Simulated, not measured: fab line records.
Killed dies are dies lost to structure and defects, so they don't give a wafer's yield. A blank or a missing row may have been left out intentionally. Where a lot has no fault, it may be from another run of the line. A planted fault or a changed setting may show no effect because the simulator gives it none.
Which of the tools did it? :: flow n5 finfet :: 72 wafers from 24 lots sampled at 4 of the route's 1938 steps

WHAT THE GAUGES READ, wafer by wafer
N5_BEOL_M4_RS_MEAS_58: measures by four-point-probe. Usual: for M4_RS the level is 0.68 ohm/sq and the standard deviation is 0.034.
lot: L074
measured: day 7 18:26
on: film metro-02
M4_RS (ohm/sq): 0.64 0.63 0.72
flag: 

lot: L075
measured: day 8 03:38
on: film metro-02
M4_RS (ohm/sq): 0.66 0.66 0.67
flag: 

lot: L076
measured: day 8 11:31
on: film metro-01
M4_RS (ohm/sq): 0.74 0.70 0.62
flag: 

lot: L077
measured: day 8 13:05
on: film metro-02
M4_RS (ohm/sq): 0.61 0.67 0.62
flag: 

lot: L078
measured: day 8 17:21
on: film metro-02
M4_RS (ohm/sq): 0.69 0.70 0.69
flag: 

lot: L079
measured: day 9 00:01
on: film metro-01
M4_RS (ohm/sq): 0.63 0.64 0.69
flag: 

lot: L080
measured: day 9 03:59
on: film metro-01
M4_RS (ohm/sq): 0.66 0.62 0.65
flag: 

lot: L082
measured: day 9 16:54
on: film metro-01
M4_RS (ohm/sq): 0.67 0.74 0.70
flag: 

lot: L081
measured: day 9 20:30
on: film metro-02
M4_RS (ohm/sq): 0.63 0.67 0.64
flag: 

lot: L083
measured: day 10 02:26
on: film metro-01
M4_RS (ohm/sq): 0.66 0.69 0.70
flag: 

lot: L084
measured: day 10 07:28
on: film metro-01
M4_RS (ohm/sq): 0.63 0.65 0.71
flag: 

lot: L086
measured: day 10 10:59
on: film metro-02
M4_RS (ohm/sq): 0.63 0.66 0.68
flag: 

lot: L087
measured: day 11 02:13
on: film metro-02
M4_RS (ohm/sq): 0.65 0.68 0.72
flag: 

lot: L085
measured: day 11 02:28
on: film metro-02
M4_RS (ohm/sq): 0.68 0.66 0.64
flag: 

lot: L088
measured: day 11 02:37
on: film metro-02
M4_RS (ohm/sq): 0.73 0.69 0.71
flag: 

lot: L089
measured: day 11 07:33
on: film metro-02
M4_RS (ohm/sq): 0.64 0.64 0.64
flag: 

lot: L090
measured: day 12 03:24
on: film metro-02
M4_RS (ohm/sq): 0.67 0.66 0.69
flag: 

lot: L091
measured: day 12 08:19
on: film metro-02
M4_RS (ohm/sq): 0.67 0.72 0.73
flag: 

lot: L092
measured: day 12 10:58
on: film metro-02
M4_RS (ohm/sq): 0.70 0.70 0.68
flag: 

lot: L093
measured: day 12 15:36
on: film metro-01
M4_RS (ohm/sq): 0.76 0.67 0.65
flag: 

lot: L094
measured: day 12 18:50
on: film metro-02
M4_RS (ohm/sq): 0.74 0.67 0.72
flag: 

lot: L095
measured: day 13 02:44
on: film metro-01
M4_RS (ohm/sq): 0.68 0.73 0.69
flag: 

lot: L096
measured: day 13 11:44
on: film metro-01
M4_RS (ohm/sq): 0.67 0.72 0.76
flag: 

lot: L097
measured: day 13 11:55
on: film metro-02
M4_RS (ohm/sq): 0.69 0.72 0.67
flag: 

TOOL THAT RAN EACH LOT (tool first, then ch and the chambers of the sampled wafers, then the start)
lot: L074
N5_BEOL_M4_SURFACE_TREAT_85: pvd sputter-03, day 7 14:02
N5_BEOL_M4_SPUTTER_48: pvd sputter-01, day 7 15:37
N5_BEOL_M4_SPUTTER_86: pvd sputter-01, day 7 16:17

lot: L075
N5_BEOL_M4_SURFACE_TREAT_85: pvd sputter-03, day 8 00:36
N5_BEOL_M4_SPUTTER_48: pvd sputter-03, day 8 00:49
N5_BEOL_M4_SPUTTER_86: pvd sputter-03, day 8 01:29

lot: L076
N5_BEOL_M4_SURFACE_TREAT_85: pvd sputter-01, day 8 08:21
N5_BEOL_M4_SPUTTER_48: pvd sputter-02, day 8 08:41
N5_BEOL_M4_SPUTTER_86: pvd sputter-02, day 8 09:20

lot: L077
N5_BEOL_M4_SURFACE_TREAT_85: pvd sputter-01, day 8 08:43
N5_BEOL_M4_SPUTTER_48: pvd sputter-01, day 8 09:04
N5_BEOL_M4_SPUTTER_86: pvd sputter-01, day 8 09:44

lot: L078
N5_BEOL_M4_SURFACE_TREAT_85: pvd sputter-03, day 8 12:03
N5_BEOL_M4_SPUTTER_48: pvd sputter-03, day 8 14:29
N5_BEOL_M4_SPUTTER_86: pvd sputter-03, day 8 15:09

lot: L079
N5_BEOL_M4_SURFACE_TREAT_85: pvd sputter-01, day 8 20:47
N5_BEOL_M4_SPUTTER_48: pvd sputter-01, day 8 21:13
N5_BEOL_M4_SPUTTER_86: pvd sputter-01, day 8 21:53

lot: L080
N5_BEOL_M4_SURFACE_TREAT_85: pvd sputter-02, day 9 00:16
N5_BEOL_M4_SPUTTER_48: pvd sputter-03, day 9 00:32
N5_BEOL_M4_SPUTTER_86: pvd sputter-03, day 9 01:12

lot: L082
N5_BEOL_M4_SURFACE_TREAT_85: pvd sputter-03, day 9 13:39
N5_BEOL_M4_SPUTTER_48: pvd sputter-03, day 9 13:58
N5_BEOL_M4_SPUTTER_86: pvd sputter-03, day 9 14:38

lot: L081
N5_BEOL_M4_SURFACE_TREAT_85: pvd sputter-01, day 9 17:15
N5_BEOL_M4_SPUTTER_48: pvd sputter-02, day 9 17:40
N5_BEOL_M4_SPUTTER_86: pvd sputter-02, day 9 18:20

lot: L083
N5_BEOL_M4_SURFACE_TREAT_85: pvd sputter-01, day 9 23:17
N5_BEOL_M4_SPUTTER_48: pvd sputter-01, day 9 23:35
N5_BEOL_M4_SPUTTER_86: pvd sputter-01, day 10 00:14

lot: L084
N5_BEOL_M4_SURFACE_TREAT_85: pvd sputter-03, day 10 04:16
N5_BEOL_M4_SPUTTER_48: pvd sputter-03, day 10 04:39
N5_BEOL_M4_SPUTTER_86: pvd sputter-03, day 10 05:19

lot: L086
N5_BEOL_M4_SURFACE_TREAT_85: pvd sputter-03, day 10 07:52
N5_BEOL_M4_SPUTTER_48: pvd sputter-01, day 10 08:09
N5_BEOL_M4_SPUTTER_86: pvd sputter-01, day 10 08:49

lot: L087
N5_BEOL_M4_SURFACE_TREAT_85: pvd sputter-02, day 10 23:07
N5_BEOL_M4_SPUTTER_48: pvd sputter-01, day 10 23:22
N5_BEOL_M4_SPUTTER_86: pvd sputter-01, day 11 00:01

lot: L085
N5_BEOL_M4_SURFACE_TREAT_85: pvd sputter-02, day 10 23:11
N5_BEOL_M4_SPUTTER_48: pvd sputter-03, day 10 23:31
N5_BEOL_M4_SPUTTER_86: pvd sputter-03, day 11 00:10

lot: L088
N5_BEOL_M4_SURFACE_TREAT_85: pvd sputter-03, day 10 23:28
N5_BEOL_M4_SPUTTER_48: pvd sputter-02, day 10 23:47
N5_BEOL_M4_SPUTTER_86: pvd sputter-02, day 11 00:27

lot: L089
N5_BEOL_M4_SURFACE_TREAT_85: pvd sputter-02, day 11 04:26
N5_BEOL_M4_SPUTTER_48: pvd sputter-03, day 11 04:43
N5_BEOL_M4_SPUTTER_86: pvd sputter-03, day 11 05:22

lot: L090
N5_BEOL_M4_SURFACE_TREAT_85: pvd sputter-01, day 11 22:32
N5_BEOL_M4_SPUTTER_48: pvd sputter-02, day 12 00:35
N5_BEOL_M4_SPUTTER_86: pvd sputter-02, day 12 01:15

lot: L091
N5_BEOL_M4_SURFACE_TREAT_85: pvd sputter-03, day 12 05:16
N5_BEOL_M4_SPUTTER_48: pvd sputter-03, day 12 05:29
N5_BEOL_M4_SPUTTER_86: pvd sputter-03, day 12 06:09

lot: L092
N5_BEOL_M4_SURFACE_TREAT_85: pvd sputter-03, day 12 07:52
N5_BEOL_M4_SPUTTER_48: pvd sputter-02, day 12 08:09
N5_BEOL_M4_SPUTTER_86: pvd sputter-02, day 12 08:49

lot: L093
N5_BEOL_M4_SURFACE_TREAT_85: pvd sputter-03, day 12 12:08
N5_BEOL_M4_SPUTTER_48: pvd sputter-03, day 12 12:41
N5_BEOL_M4_SPUTTER_86: pvd sputter-03, day 12 13:20

lot: L094
N5_BEOL_M4_SURFACE_TREAT_85: pvd sputter-01, day 12 14:09
N5_BEOL_M4_SPUTTER_48: pvd sputter-01, day 12 16:02
N5_BEOL_M4_SPUTTER_86: pvd sputter-01, day 12 16:41

lot: L095
N5_BEOL_M4_SURFACE_TREAT_85: pvd sputter-02, day 12 22:46
N5_BEOL_M4_SPUTTER_48: pvd sputter-03, day 12 23:56
N5_BEOL_M4_SPUTTER_86: pvd sputter-03, day 13 00:35

lot: L096
N5_BEOL_M4_SURFACE_TREAT_85: pvd sputter-03, day 13 08:39
N5_BEOL_M4_SPUTTER_48: pvd sputter-03, day 13 08:56
N5_BEOL_M4_SPUTTER_86: pvd sputter-03, day 13 09:35

lot: L097
N5_BEOL_M4_SURFACE_TREAT_85: pvd sputter-03, day 13 08:41
N5_BEOL_M4_SPUTTER_48: pvd sputter-01, day 13 09:05
N5_BEOL_M4_SPUTTER_86: pvd sputter-01, day 13 09:45
- N5_BEOL_M4_SURFACE_TREAT_85
- N5_BEOL_M4_SPUTTER_48: material Cu, target thk 4.5 nm, time 8.29 s.
- N5_BEOL_M4_SPUTTER_86: material Cu, target thk 4.5 nm, time 8.29 s.

WHAT THE TOOLS THEMSELVES READ (means of the sampled wafers that have a number; where no wafer has one, the mark that the record gives instead)
N5_BEOL_M4_SPUTTER_48. Usual: susceptor temp C -20.00 C, standard deviation 0.11; throttle valve pct 29.9 %, standard deviation 0.91.
lot: L074
tool: pvd sputter-01
susceptor temp C (C): -20.03
throttle valve pct (%): 30.4
flag: 

lot: L075
tool: pvd sputter-03
susceptor temp C (C): -19.98
throttle valve pct (%): 30.6
flag: 

lot: L076
tool: pvd sputter-02
susceptor temp C (C): -20.08
throttle valve pct (%): 30.4
flag: 

lot: L077
tool: pvd sputter-01
susceptor temp C (C): -19.84
throttle valve pct (%): 30.5
flag: 

lot: L078
tool: pvd sputter-03
susceptor temp C (C): -20.04
throttle valve pct (%): 30.0
flag: 

lot: L079
tool: pvd sputter-01
susceptor temp C (C): -19.98
throttle valve pct (%): 29.9
flag: 

lot: L080
tool: pvd sputter-03
susceptor temp C (C): -19.92
throttle valve pct (%): 30.0
flag: 

lot: L082
tool: pvd sputter-03
susceptor temp C (C): -20.01
throttle valve pct (%): 29.9
flag: 

lot: L081
tool: pvd sputter-02
susceptor temp C (C): -19.98
throttle valve pct (%): 29.6
flag: 

lot: L083
tool: pvd sputter-01
susceptor temp C (C): -19.94
throttle valve pct (%): 30.4
flag: 

lot: L084
tool: pvd sputter-03
susceptor temp C (C): -20.01
throttle valve pct (%): 30.4
flag: 

lot: L086
tool: pvd sputter-01
susceptor temp C (C): -19.94
throttle valve pct (%): 30.5
flag: 

lot: L087
tool: pvd sputter-01
susceptor temp C (C): -19.91
throttle valve pct (%): 29.6
flag: 

lot: L085
tool: pvd sputter-03
susceptor temp C (C): -19.98
throttle valve pct (%): 30.1
flag: 

lot: L088
tool: pvd sputter-02
susceptor temp C (C): -19.93
throttle valve pct (%): 29.3
flag: 

lot: L089
tool: pvd sputter-03
susceptor temp C (C): -20.01
throttle valve pct (%): 30.0
flag: 

lot: L090
tool: pvd sputter-02
susceptor temp C (C): -20.02
throttle valve pct (%): 30.0
flag: 

lot: L091
tool: pvd sputter-03
susceptor temp C (C): -19.95
throttle valve pct (%): 30.4
flag: 

lot: L092
tool: pvd sputter-02
susceptor temp C (C): -20.09
throttle valve pct (%): 30.2
flag: 

lot: L093
tool: pvd sputter-03
susceptor temp C (C): -20.15
throttle valve pct (%): 30.0
flag: 

lot: L094
tool: pvd sputter-01
susceptor temp C (C): -19.96
throttle valve pct (%): 30.1
flag: 

lot: L095
tool: pvd sputter-03
susceptor temp C (C): -20.00
throttle valve pct (%): 30.1
flag: 

lot: L096
tool: pvd sputter-03
susceptor temp C (C): -20.00
throttle valve pct (%): 30.3
flag: 

lot: L097
tool: pvd sputter-01
susceptor temp C (C): -20.05
throttle valve pct (%): 29.9
flag: 

N5_BEOL_M4_SPUTTER_86. Usual: susceptor temp C -19.98 C, standard deviation 0.12; throttle valve pct 29.9 %, standard deviation 0.89.
lot: L074
tool: pvd sputter-01
susceptor temp C (C): -20.04
throttle valve pct (%): 30.5
flag: 

lot: L075
tool: pvd sputter-03
susceptor temp C (C): -19.94
throttle valve pct (%): 30.3
flag: 

lot: L076
tool: pvd sputter-02
susceptor temp C (C): -19.99
throttle valve pct (%): 30.5
flag: 

lot: L077
tool: pvd sputter-01
susceptor temp C (C): -19.96
throttle valve pct (%): 30.4
flag: 

lot: L078
tool: pvd sputter-03
susceptor temp C (C): -19.81
throttle valve pct (%): 30.0
flag: 

lot: L079
tool: pvd sputter-01
susceptor temp C (C): -20.01
throttle valve pct (%): 29.8
flag: 

lot: L080
tool: pvd sputter-03
susceptor temp C (C): -19.90
throttle valve pct (%): 30.0
flag: 

lot: L082
tool: pvd sputter-03
susceptor temp C (C): -19.85
throttle valve pct (%): 30.0
flag: 

lot: L081
tool: pvd sputter-02
susceptor temp C (C): -19.89
throttle valve pct (%): 29.5
flag: 

lot: L083
tool: pvd sputter-01
susceptor temp C (C): -19.98
throttle valve pct (%): 30.6
flag: 

lot: L084
tool: pvd sputter-03
susceptor temp C (C): -20.00
throttle valve pct (%): 30.2
flag: 

lot: L086
tool: pvd sputter-01
susceptor temp C (C): -19.93
throttle valve pct (%): 30.5
flag: 

lot: L087
tool: pvd sputter-01
susceptor temp C (C): -20.13
throttle valve pct (%): 29.5
flag: 

lot: L085
tool: pvd sputter-03
susceptor temp C (C): -20.01
throttle valve pct (%): 30.3
flag: 

lot: L088
tool: pvd sputter-02
susceptor temp C (C): -19.98
throttle valve pct (%): 29.2
flag: 

lot: L089
tool: pvd sputter-03
susceptor temp C (C): -20.04
throttle valve pct (%): 29.9
flag: 

lot: L090
tool: pvd sputter-02
susceptor temp C (C): -19.98
throttle valve pct (%): 29.9
flag: 

lot: L091
tool: pvd sputter-03
susceptor temp C (C): -19.99
throttle valve pct (%): 30.3
flag: 

lot: L092
tool: pvd sputter-02
susceptor temp C (C): -19.90
throttle valve pct (%): 30.1
flag: 

lot: L093
tool: pvd sputter-03
susceptor temp C (C): -20.07
throttle valve pct (%): 30.0
flag: 

lot: L094
tool: pvd sputter-01
susceptor temp C (C): -19.97
throttle valve pct (%): 30.1
flag: 

lot: L095
tool: pvd sputter-03
susceptor temp C (C): -19.94
throttle valve pct (%): 30.1
flag: 

lot: L096
tool: pvd sputter-03
susceptor temp C (C): -20.07
throttle valve pct (%): 30.2
flag: 

lot: L097
tool: pvd sputter-01
susceptor temp C (C): -19.91
throttle valve pct (%): 29.8
flag: 

THE ANSWER, worked out from the rows above alone
Rule: a lot is off if the mean of its wafers that have a number lies more than 3 standard deviations from the usual mean. A lot without any number at a reading at which 4 lots or more have one is off too. All remaining lots with rows at the step are treated as sound. The gauges are gone through in route order, then the tools' own readings, and for those a lot's mean is taken as printed above. At the first step where some lot is off, the reading lying furthest off is the one used; lots without a number count as furthest.
Across all readings shown, no lot is off: no conclusion can be drawn from this.

WHAT THE SIMULATOR HAD INSERTED
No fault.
